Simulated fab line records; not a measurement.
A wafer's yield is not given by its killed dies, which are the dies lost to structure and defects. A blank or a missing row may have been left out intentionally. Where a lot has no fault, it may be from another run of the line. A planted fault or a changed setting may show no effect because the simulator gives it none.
A lot that was struck, set against a sound lot	flow nand harc	43 steps out of a route of 1302
Sound: the wafers L497.2, L497.3, L497.5. Wafers L495.3, L495.4, L495.5 were the ones struck. The cause is given at the end.
Per side, at each step with rows, come the tool, then ch with its chambers, and then its first start. Under that, the readings that differ: sound wafers	struck wafers	difference of the means	sigmas: that difference in standard deviations of wafers without a fault.
alike: readings whose means differ by less than 2 such deviations, and words and numbers that are the same on both sides. not compared: withheld readings, readings that some wafer has no value for, bounds like >300 that may hide the same value, and numbers for which the record gives no deviation and whose values overlap.
A row with sigmas, a row that says differs or no value, or rows on one side alone: a step with any of these is where the two part. Numbers that have no deviation but don't overlap get no sigmas and don't part them. A reading missing from all wafers of one side parts the sides only when that side holds two or more wafers.

first, 8 steps without rows for these wafers: NHARC_A_CONTACT_COAT_61 (time 75 s); NHARC_A_CONTACT_COAT_62 (time 65 s); NHARC_A_CONTACT_COAT_63 (resist thk 90 nm); NHARC_A_CONTACT_SOFTBAKE_64 (time 55 s); NHARC_A_CONTACT_EBR_65; NHARC_A_CONTACT_EXPOSE_66 (exposes mask A CC 2); NHARC_A_CONTACT_PEB_67 (peb time 65 s); NHARC_A_CONTACT_DEVELOP_68 (develop time 35 s).
NHARC_A_CONTACT_CD_MEAS_69: the cd target is 300 nm.
  sound on cd sem-03 ch 0, day 27 04:32; struck on cd sem-02 ch 0, day 26 16:55
  alike: cd nm
NHARC_A_CONTACT_OVL_MEAS_70:
  sound on overlay-02 at day 27 04:37; struck on overlay-02 at day 26 17:00
  alike: overlay x nm, overlay y nm
NHARC_A_CONTACT_INSPECT_71:
  sound on defect inspect-01 at day 27 04:39; struck on defect inspect-02 at day 26 17:02
  alike: raw defect count
then, 1 step without rows for these wafers: NHARC_A_CONTACT_DESCUM_74 (chemistry O2, time 3 s).
NHARC_A_CONTACT_ETCH_75: etches the open film in CF4, target depth 39 nm, time 65 s.
  sound on rie diel-10 ch 0,2, day 27 04:48; struck on rie diel-02 ch 0,1,2, day 26 17:12
  alike: drypump motor current A, oes product au, rf vpp V, showerhead plenum p Torr, throttle valve pct
  not compared: rf hours counter h
then, 5 steps without rows for these wafers: NHARC_A_CONTACT_ETCH_76 (etches the open film in N2/H2, target depth 260 nm, time 475.3 s); NHARC_A_CONTACT_ETCH_77 (etches the open film in CF4/CHF3, target depth 108.9 nm, time 54.5 s); NHARC_A_CONTACT_ETCH_78 (etches the open film in O2/COS, target depth 5300 nm, time 1378 s); NHARC_A_CONTACT_ETCH_124 (etches the open film in C4F8/O2/Ar, time 140 s, target depth 700 nm); NHARC_A_CONTACT_ETCH_125 (etches the open film in C4F8/O2/Ar, time 197 s, target depth 1918 nm).
NHARC_A_CONTACT_ETCH_126: etches the open film in C4F8/O2/Ar, time 197 s, target depth 1918 nm.
  sound on har cap etch-02 ch 0, day 27 06:38; struck on har cap etch-02 ch 0,1, day 26 19:04
  alike: oes air line au
  not compared: rf hours counter h
then, 9 steps without rows for these wafers: NHARC_A_CONTACT_ETCH_127 (etches the open film in C4F8/O2/Ar, time 197 s, target depth 1918 nm); NHARC_A_CONTACT_ETCH_128 (etches the open film in C4F8/O2/Ar, time 197 s, target depth 1918 nm); NHARC_A_CONTACT_ETCH_129 (etches the open film in C4F8/O2/Ar, time 197 s, target depth 1918 nm); NHARC_A_CONTACT_ETCH_130 (etches the open film in C4F8/O2/Ar, time 197 s, target depth 1918 nm); NHARC_A_CONTACT_ETCH_131 (etches the open film in C4F8/O2/Ar, time 197 s, target depth 1918 nm); NHARC_A_CONTACT_ETCH_132 (etches the open film in C4F8/O2/Ar, time 197 s, target depth 1924 nm); NHARC_A_CONTACT_ETCH_133 (etches the open film in C4F8/O2/Ar, time 374 s, target depth 1610 nm); NHARC_A_CONTACT_ETCH_91 (etches the open film in CH3F/O2, target depth 40 nm, time 85.7 s); NHARC_A_CONTACT_ETCH_97 (etches the open film in C4F6/O2, target depth 20 nm, time 10 s).
NHARC_A_CONTACT_CD_MEAS_80:
  sound on cd sem-01 at day 27 08:53; struck on cd sem-02 at day 26 21:17
  alike: cd nm
then, 3 steps without rows for these wafers: NHARC_A_CONTACT_STRIP_103 (strips in N2/H2); NHARC_A_CONTACT_STRIP_104 (strips in CF4/CHF3); NHARC_A_CONTACT_STRIP_105 (strips in O2/COS).
NHARC_A_CONTACT_ETCH_106: etches the open film in CF4/O2, target depth 90 nm, overetch 9 nm, time 49.5 s.
  sound on rie diel-03 ch 0,3, day 27 09:10; struck on rie diel-02 ch 0,2, day 26 21:37
  alike: drypump motor current A, oes product au, rf vpp V, showerhead plenum p Torr, throttle valve pct
  not compared: rf hours counter h
NHARC_A_CONTACT_STRIP_82: strips in O2.
  sound on rie diel-03 ch 0,1,2; struck on rie diel-02 ch 0,2,3
reading	sound	struck	difference	sigmas
throttle valve pct (%)	17.018 17.035 17.035	17.039 17.048 17.058	+0.019	+2
  alike: drypump motor current A, oes product au, rf vpp V, showerhead plenum p Torr
  not compared: rf hours counter h
then, 1 step without rows for these wafers: NHARC_A_CONTACT_STRIP_83 (strips in post etch residue remover, time 600 s).
NHARC_A_CONTACT_DEP_84: deposits aC, target thk 2800 nm.
  sound on acl dep-03 ch 0, day 27 10:39; struck on acl dep-03 ch 0, day 27 03:47
  alike: throttle valve pct
NHARC_A_CONTACT_DEP_85: deposits SiON, target thk 60 nm.
  sound on pecvd-02 ch 0,1, day 27 12:08; struck on pecvd-02 ch 0,2, day 27 04:58
  alike: heater power w
then, 5 steps without rows for these wafers: NHARC_A_CONTACT_DEHYDRATE_00 (time 120 s); NHARC_A_CONTACT_HMDS_01 (time 30 s); NHARC_A_CONTACT_COAT_86 (time 75 s); NHARC_A_CONTACT_COAT_87 (time 65 s); NHARC_A_CONTACT_COAT_02 (resist thk 90 nm).
-- record jumps: 2 days between struck wafers' starts before vs after; left off in module A_CONTACT, resumes in module END, first step shown is number 1302 of the route --
NHARC_END_SORT_01:
  at this point the record logs the struck wafers (prober-01 ch 0, day 29 11:55) and has no rows for the sound ones

WHERE THEY PART
Last at NHARC_END_SORT_01 as far as this record goes, first at NHARC_A_CONTACT_STRIP_82.

WHY: what the simulator had put in
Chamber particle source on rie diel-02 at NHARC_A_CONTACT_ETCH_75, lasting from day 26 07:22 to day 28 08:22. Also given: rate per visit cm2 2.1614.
